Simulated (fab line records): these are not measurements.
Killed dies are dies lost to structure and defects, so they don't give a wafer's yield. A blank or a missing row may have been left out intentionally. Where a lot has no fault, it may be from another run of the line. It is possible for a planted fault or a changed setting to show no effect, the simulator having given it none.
Which of the tools did it? :: flow n5_finfet :: route of 1938 steps, sampled at 1 step: 11 lots, 33 wafers

WHAT THE GAUGES READ, wafer by wafer
N5_BEOL_M5_CD_MEAS_18: pitch 56 nm, target cd 28 nm.
lot: L975
measured: day 8 08:47
on: cd_sem-01
cd_nm (nm): 27.6 28.2 27.6

lot: L977
measured: day 9 09:07
on: cd_sem-03
cd_nm (nm): 28.1 27.8 28.1

lot: L979
measured: day 9 17:32
on: cd_sem-03
cd_nm (nm): 28.5 28.1 27.9

lot: L983
measured: day 10 09:24
on: cd_sem-02
cd_nm (nm): 27.7 27.7 28.4

lot: L982
measured: day 10 10:07
on: cd_sem-03
cd_nm (nm): 27.6 27.4 27.6

lot: L988
measured: day 11 17:34
on: cd_sem-01
cd_nm (nm): 27.5 28.5 28.3

lot: L993
measured: day 13 04:17
on: cd_sem-03
cd_nm (nm): 27.2 28.0 28.1

lot: L995
measured: day 13 07:25
on: cd_sem-03
cd_nm (nm): 27.9 27.6 27.5

lot: L994
measured: day 14 00:09
on: cd_sem-03
cd_nm (nm): 27.5 28.3 27.7

lot: L996
measured: day 14 03:10
on: cd_sem-03
cd_nm (nm): 27.5 28.2 27.6

lot: L997
measured: day 14 08:35
on: cd_sem-01
cd_nm (nm): 28.2 28.5 28.5

TOOL THAT RAN EACH LOT (tool first, then ch and the chambers of the sampled wafers, then the start)
The record shows no process step preceding these readings.

THE ANSWER, worked out from the rows above alone
Rule: usual is defined by the lots themselves. The widest of any qualifying gaps counts: lots, ordered by their means at a reading, are off when they make up no more than a third of the lots, leave a main group of 4 or more, and stand apart from it by 3 or more times the standard deviation of that group's means. Not used: any main group whose means are identical at the precision the tables above print for the reading. A lot without any number at a reading at which 4 lots or more have one is off too. Any other lot the step has rows for is counted as sound.
None of the lots is off at any reading shown; this tells nothing.

WHAT THE SIMULATOR PUT IN
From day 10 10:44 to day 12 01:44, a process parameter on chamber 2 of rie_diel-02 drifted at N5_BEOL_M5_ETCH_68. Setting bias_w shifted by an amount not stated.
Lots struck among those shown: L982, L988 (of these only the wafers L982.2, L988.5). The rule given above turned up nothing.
